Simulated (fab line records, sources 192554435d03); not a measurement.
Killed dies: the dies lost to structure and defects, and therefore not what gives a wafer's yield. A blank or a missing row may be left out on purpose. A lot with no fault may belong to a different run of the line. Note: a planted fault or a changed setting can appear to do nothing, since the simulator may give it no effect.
Comparing a struck lot with a sound one :: flow n5_finfet :: 35 steps out of a route of 1938
Sound: wafers L231.3, L231.4, L231.6. Struck: wafer L245.4 (left out: L245.5, L245.6 of the same lot, which were not struck); the cause appears at the end.
Each step with rows lists, per side, the tool, then ch with its chambers, then its first start. Under that, the readings that differ: sound wafers :: struck wafers :: difference of the means :: sigmas: that difference in standard deviations of wafers without a fault.
alike: readings with means less than 2 such deviations apart, plus words and numbers identical on both sides. not compared: withheld readings, readings lacking a value on some wafer, bounds such as >300 that could conceal the same value, and numbers that have no deviation in the record and whose values overlap.
Wherever a step has rows on one side only, a row that says differs or no value, or a row with sigmas, the two part there. Numbers that don't overlap but have no deviation are shown without sigmas and don't part them. Lack of a reading on every wafer of one side parts them only where that side has two or more wafers.

first, 12 steps without rows for these wafers: N5_SD_EPI_P_ETCH_37 (etches SOC in N2/H2, overetch 108 nm, time 486 s); N5_SD_EPI_P_STRIP_38 (strips in N2/H2); N5_SD_EPI_P_ETCHBACK_46 (etches SiNx in CH3F/O2, stops on SiO2, target depth 17.5 nm); N5_SD_EPI_P_ETCH_47 (etches SiOCN in CH3F/O2, target depth 25 nm); N5_SD_EPI_P_ETCH_16 (etches SiO2 in CHF3/O2, target depth 5 nm); N5_SD_EPI_P_STRIP_50 (strips in CHF3/O2); N5_SD_EPI_P_SD_RECESS_17 (chemistry HBr/Cl2/O2, target depth 39.1 nm, bt time 3 s); N5_SD_EPI_P_WET_ETCH_45 (etches SiO2 in dHF, time 10.7 s, target depth 2 nm, rinse time 30 s); N5_SD_EPI_P_STRIP_40 (strips in N2/H2); N5_SD_EPI_P_PRECLEAN_52 (cleans in O3/DIW, time 60 s); N5_SD_EPI_P_SRD_20 (time 30 s); N5_SD_EPI_P_PRECLEAN_51 (cleans in NF3:NH3, afs cycles 1, time 20 s, sublimation time 60 s).
N5_SD_EPI_P_VAPOR_ETCH_44: etches SiGe30 in NF3/Ar, time 3.3 s.
  sound on epi_rpcvd-04 ch 0, day 3 05:34; struck on epi_rpcvd-01 ch 0, day 6 21:37
then, 20 steps without rows for these wafers: N5_SD_EPI_P_EPI_21 (deposits SiGe:B, time 355 s); N5_SD_EPI_P_HM_STRIP_48 (strips SiNx in H3PO4, material SiNx, target depth 3 nm); N5_SD_EPI_P_SRD_49 (time 30 s); N5_SD_EPI_P_PRECLEAN_24 (cleans in O3/DIW, time 45 s); N5_SD_EPI_P_PRECLEAN_32 (cleans in dHF, time 10 s); N5_SD_EPI_P_PRECLEAN_33 (cleans in SC2, time 45 s); N5_SD_EPI_P_SRD_25 (time 30 s); N5_SD_ACTIVATION_RTA_00 (time 0 s); N5_SD_ACTIVATION_LSA_01 (time 0.0008 s); N5_ILD0_LINER_00 (material SiNx, target thk 4 nm, pulse time 1 s, purge time 2 s); N5_ILD0_FCVD_FILL_01 (material SiO2 flowable, target thk 200 nm, time 328.3 s); N5_ILD0_CURE_02 (time 1800 s); N5_ILD0_CMP_03 (polishes, stops on SiNx, t overpolish 1.9 s, target thk 197.38 nm); N5_ILD0_CMP_07 (polishes SiO2 flowable, stops on poly-Si, t overpolish 1.18 s, target thk 138.88 nm); N5_ILD0_PRECLEAN_10 (cleans in NF3:NH3, afs cycles 5, time 20 s, sublimation time 60 s); N5_ILD0_ALD_15 (deposits SiNx, target thk 24 nm, pulse time 1 s, ald cycles 480); N5_ILD0_CMP_12 (polishes SiNx, stops on poly-Si, t overpolish 6 s, target thk 17.67 nm); N5_SDB_HM_DEP_00 (deposits SiNx from SiH4/NH3/N2, target thk 40 nm, time 35.3 s); N5_SDB_COAT_03 (time 60 s, resist thk 100 nm); N5_SDB_COAT_04 (time 60 s, resist thk 18 nm).
-- the record jumps here: 5 days lie between the struck wafers' starts before and after (it left off in module SDB and takes up again in module BEOL_M4, whose first step shown is number 1111 of the route) --
N5_BEOL_M4_RC_MEAS_101:
  sound on prober-01 ch 0, day 8 11:59; struck on prober-02 ch 0, day 12 08:42
reading: DIBL_P (mV/V)
sound: 37.8 36.9 37.2
struck: 30.5
difference: -6.8
sigmas: -3

reading: IOFF_P (nA/um)
sound: 0.25 0.22 0.23
struck: 0.10
difference: -0.13
sigmas: -4

reading: IOFF_P_85C (nA/um)
sound: 4.2 3.9 3.9
struck: 2.0
difference: -2.0
sigmas: -4

reading: IOFF_P_LIN (nA/um)
sound: 0.113 0.103 0.107
struck: 0.055
difference: -0.053
sigmas: -4

reading: ION_N (uA/um)
sound: 686 678 679
struck: 653
difference: -28
sigmas: -2

reading: ION_P (uA/um)
sound: 468 458 465
struck: 426
difference: -38
sigmas: -5

reading: REXT_P (ohm.um)
sound: 96.3 97.9 96.2
struck: 114.5
difference: +17.7
sigmas: +8

reading: VT_N (mV)
sound: 247 246 248
struck: 254
difference: +7
sigmas: +2

reading: VT_P (mV)
sound: -250 -251 -250
struck: -263
difference: -13
sigmas: -4

reading: VT_P_LVT (mV)
sound: -97.1 -99.5 -99.5
struck: -108.5
difference: -9.8
sigmas: -3
  alike: DIBL_N, IOFF_N, SS_N, SS_P
-- the record jumps here: 4 days lie between the struck wafers' starts before and after (it left off in module BEOL_M4 and takes up again in module PASSIVATION, whose first step shown is number 1936 of the route) --
N5_PASSIVATION_PROBE_49:
  sound on prober-01, day 13 04:32; struck on prober-01, day 16 10:17
reading: killed_at_other
sound: 2 1 3
struck: 9
difference: +7
sigmas: +2

reading: sort_bin_8_speed (%)
sound: 0 0 0
struck: 40.51
difference: +40.51
sigmas: +99 or more

reading: sort_n_pass
sound: 1076 1068 1049
struck: 604
difference: -460
sigmas: -24

reading: sort_yield_pct (%)
sound: 91.2 90.5 88.9
struck: 51.2
difference: -39.0
sigmas: -24
  alike: defect_limited_yield, killed_at_M0_to_M3, killed_at_M4_up, killed_at_contacts, killed_at_front_end, killed_dies, killed_open, killed_short, sort_bin_5_function, sort_bin_6_memory

## WHERE THEY PART
Last at N5_PASSIVATION_PROBE_49 as far as this record goes, first at N5_BEOL_M4_RC_MEAS_101.

WHY: what the simulator had put in
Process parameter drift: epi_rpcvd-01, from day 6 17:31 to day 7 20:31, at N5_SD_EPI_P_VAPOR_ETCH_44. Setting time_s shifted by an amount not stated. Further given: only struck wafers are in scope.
